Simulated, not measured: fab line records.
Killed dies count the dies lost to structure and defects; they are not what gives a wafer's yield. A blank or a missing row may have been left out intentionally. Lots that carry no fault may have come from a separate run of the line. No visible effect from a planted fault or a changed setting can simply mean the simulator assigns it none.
Which tool did it? ; flow nand_harc ; Sampling: 14 lots, 42 wafers, 4 of 1159 route steps

== WHAT THE GAUGES SHOWED, per wafer ==
Not one reading of a measure or inspect step in the record can be checked against a usual standard deviation.

== TOOL THAT RAN EACH LOT (tool first, then ch and the chambers of the sampled wafers, then the start) ==
lot;NHARC_THIN_TSV_ETCH_44;NHARC_THIN_TSV_DEP_47;NHARC_THIN_TSV_STRIP_62;NHARC_THIN_TSV_ANNEAL_52
L533;rie_diel-03 ch 0,3, day 24 05:14;pecvd-01 ch 0,2, day 24 06:49;plasma_asher-01 ch 0,1, day 24 07:58;rtp_anneal-02 ch 0, day 24 09:19
L537;rie_diel-08 ch 0,1,3, day 24 06:22;pecvd-01 ch 0,1,2, day 24 08:32;plasma_asher-02 ch 0,1, day 24 09:17;rtp_anneal-02 ch 0, day 24 10:46
L535;rie_diel-03 ch 0,1, day 24 09:14;pecvd-01 ch 0,2, day 24 10:50;plasma_asher-01 ch 0,1, day 24 11:37;rtp_anneal-02 ch 0, day 24 12:59
L534;rie_diel-08 ch 1,2,3, day 24 10:29;pecvd-01 ch 0,2, day 24 11:59;plasma_asher-01 ch 0,1, day 24 12:44;rtp_anneal-01 ch 0, day 24 14:07
L543;rie_diel-12 ch 0,2,3, day 25 00:07;pecvd-04 ch 0,1,2, day 25 01:41;plasma_asher-01 ch 0,1, day 25 02:21;rtp_anneal-02 ch 0, day 25 03:46
L540;rie_diel-12 ch 0,2, day 25 01:15;pecvd-04 ch 0,1,2, day 25 02:50;plasma_asher-01 ch 0,1, day 25 03:33;rtp_anneal-02 ch 0, day 25 05:02
L546;rie_diel-12 ch 1,2, day 25 04:09;pecvd-01 ch 0,1,2, day 25 05:44;plasma_asher-02 ch 0,1, day 25 06:30;rtp_anneal-02 ch 0, day 25 08:02
L547;rie_diel-08 ch 0,1,3, day 26 03:40;pecvd-04 ch 0,1,2, day 26 05:19;plasma_asher-01 ch 0,1, day 26 06:02;rtp_anneal-02 ch 0, day 26 07:24
L548;rie_diel-03 ch 2,3, day 26 04:50;pecvd-04 ch 1,2, day 26 06:28;plasma_asher-02 ch 0,1, day 26 07:12;rtp_anneal-01 ch 0, day 26 08:49
L544;rie_diel-12 ch 0,1,2, day 26 06:03;pecvd-04 ch 0,1, day 26 07:43;plasma_asher-02 ch 0,1, day 26 08:36;rtp_anneal-02 ch 0, day 26 09:58
L552;rie_diel-08 ch 0,1,3, day 26 07:21;pecvd-03 ch 0,1,2, day 26 08:50;plasma_asher-01 ch 0,1, day 26 09:36;rtp_anneal-02 ch 0, day 26 10:58
L553;rie_diel-03 ch 1,2, day 26 12:37;pecvd-03 ch 0,2, day 26 14:16;plasma_asher-01 ch 0,1, day 26 14:59;rtp_anneal-02 ch 0, day 26 16:20
L549;rie_diel-08 ch 0,2,3, day 26 17:12;pecvd-03 ch 0,1, day 26 18:41;plasma_asher-02 ch 0,1, day 26 19:26;rtp_anneal-01 ch 0, day 26 20:48
L556;rie_diel-03 ch 0,2,3, day 27 12:49;pecvd-04 ch 1,2, day 27 14:26;plasma_asher-01 ch 0,1, day 27 15:13;rtp_anneal-02 ch 0, day 27 16:37
- NHARC_THIN_TSV_ETCH_44: etches the open film in CF4/O2, target depth 1594.2 nm, time 797.1 s.
- NHARC_THIN_TSV_DEP_47: deposits SiO2, target thk 200 nm.
- NHARC_THIN_TSV_STRIP_62: strips in N2/H2, time 20 s.
- NHARC_THIN_TSV_ANNEAL_52: time 90 s.

== AS READ BY THE TOOLS THEMSELVES (means over the sampled wafers that have a number; for cases with no such wafer, the mark the record gives instead) ==
NHARC_THIN_TSV_ETCH_44.
lot;tool;drypump_motor_current_A (A);oes_product_au (a.u.);rf_vpp_V (V);showerhead_plenum_p_Torr (Torr);throttle_valve_pct (%)
L533;rie_diel-03;4.8;0.995;796;1.87;16.919
L537;rie_diel-08;5.6;1.005;796;1.86;16.905
L535;rie_diel-03;5.2;1.009;797;1.87;16.918
L534;rie_diel-08;5.7;1.000;794;1.83;16.918
L543;rie_diel-12;5.5;1.005;794;1.83;16.915
L540;rie_diel-12;5.4;1.004;791;1.77;16.922
L546;rie_diel-12;5.7;0.939;793;1.80;16.915
L547;rie_diel-08;5.5;0.997;797;1.86;16.916
L548;rie_diel-03;6.2;0.994;796;1.87;16.918
L544;rie_diel-12;5.7;0.966;792;1.80;16.913
L552;rie_diel-08;5.6;1.011;796;1.86;16.920
L553;rie_diel-03;6.6;1.000;797;1.87;16.915
L549;rie_diel-08;5.8;1.002;793;1.81;16.907
L556;rie_diel-03;5.5;0.998;797;1.86;16.906

NHARC_THIN_TSV_DEP_47.
lot;tool;chamber_pressure_Torr (Torr);throttle_valve_pct (%)
L533;pecvd-01;6.488;16.3
L537;pecvd-01;6.516;16.2
L535;pecvd-01;6.500;16.3
L534;pecvd-01;6.493;16.3
L543;pecvd-04;6.491;15.9
L540;pecvd-04;6.492;15.8
L546;pecvd-01;6.501;16.4
L547;pecvd-04;6.493;15.9
L548;pecvd-04;6.502;16.2
L544;pecvd-04;6.508;15.6
L552;pecvd-03;6.504;15.1
L553;pecvd-03;6.510;15.4
L549;pecvd-03;6.508;15.2
L556;pecvd-04;6.502;16.4

NHARC_THIN_TSV_STRIP_62.
lot;tool;drypump_motor_current_A (A);heater_power_w (W)
L533;plasma_asher-01;5.51;297
L537;plasma_asher-02;5.88;342
L535;plasma_asher-01;5.40;312
L534;plasma_asher-01;5.52;295
L543;plasma_asher-01;5.50;299
L540;plasma_asher-01;5.39;314
L546;plasma_asher-02;5.90;340
L547;plasma_asher-01;5.50;303
L548;plasma_asher-02;6.07;323
L544;plasma_asher-02;6.02;328
L552;plasma_asher-01;5.41;310
L553;plasma_asher-01;5.41;314
L549;plasma_asher-02;6.02;330
L556;plasma_asher-01;5.41;301

NHARC_THIN_TSV_ANNEAL_52.
lot;tool;wafer_temp_C_max
L533;rtp_anneal-02;226.0
L537;rtp_anneal-02;225.8
L535;rtp_anneal-02;226.3
L534;rtp_anneal-01;226.2
L543;rtp_anneal-02;226.1
L540;rtp_anneal-02;225.6
L546;rtp_anneal-02;226.1
L547;rtp_anneal-02;225.8
L548;rtp_anneal-01;226.4
L544;rtp_anneal-02;225.8
L552;rtp_anneal-02;225.9
L553;rtp_anneal-02;225.9
L549;rtp_anneal-01;226.2
L556;rtp_anneal-02;226.0

== THE ANSWER, worked out from the rows above alone ==
Rule: the lots themselves supply what counts as usual. Put in order of their means at a reading, lots are off if they are a third of the lots or fewer, leave a main group of 4 or more, and stand apart from it by a gap of 3 or more times the standard deviation of the main group's means; of several such gaps the widest counts. The tables above print the reading to a certain number of digits; a main group whose means all agree to those digits is not used. A lot without any number at a reading at which 4 lots or more have one is off too. The other lots that the step has rows for count as sound. After the gauges, taken in route order, come the tools' own readings; for these a lot's mean is taken, as printed above. The first step at which some lot is off is used, and at that step the reading that is off furthest; a lot without a number counts as furthest.
Off: L546, L544 (NHARC_THIN_TSV_ETCH_44, oes_product_au). The main group has a mean of 1.002 a.u. with a standard deviation of 0.0051.
If a tool, at that step or one of the process steps before it, ran each lot that is off and ran no sound lot following the first of them, it fits. One fits: NHARC_THIN_TSV_ETCH_44 on rie_diel-12. Its last sound lot is L540 (day 25 01:15), its first lot that is off L546 (day 25 04:09): a fault that began between those two fits.
The tool's own readings at NHARC_THIN_TSV_ETCH_44 bear it out: on the lots that are off they differ by more than 5 times the standard deviation of the sound lots' means. oes_product_au reads 0.952 a.u. there against 1.002 a.u. on the sound lots.

== WHAT WAS PUT IN BY THE SIMULATOR ==
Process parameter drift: rie_diel-12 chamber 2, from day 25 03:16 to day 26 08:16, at NHARC_THIN_TSV_ETCH_44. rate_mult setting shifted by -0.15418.
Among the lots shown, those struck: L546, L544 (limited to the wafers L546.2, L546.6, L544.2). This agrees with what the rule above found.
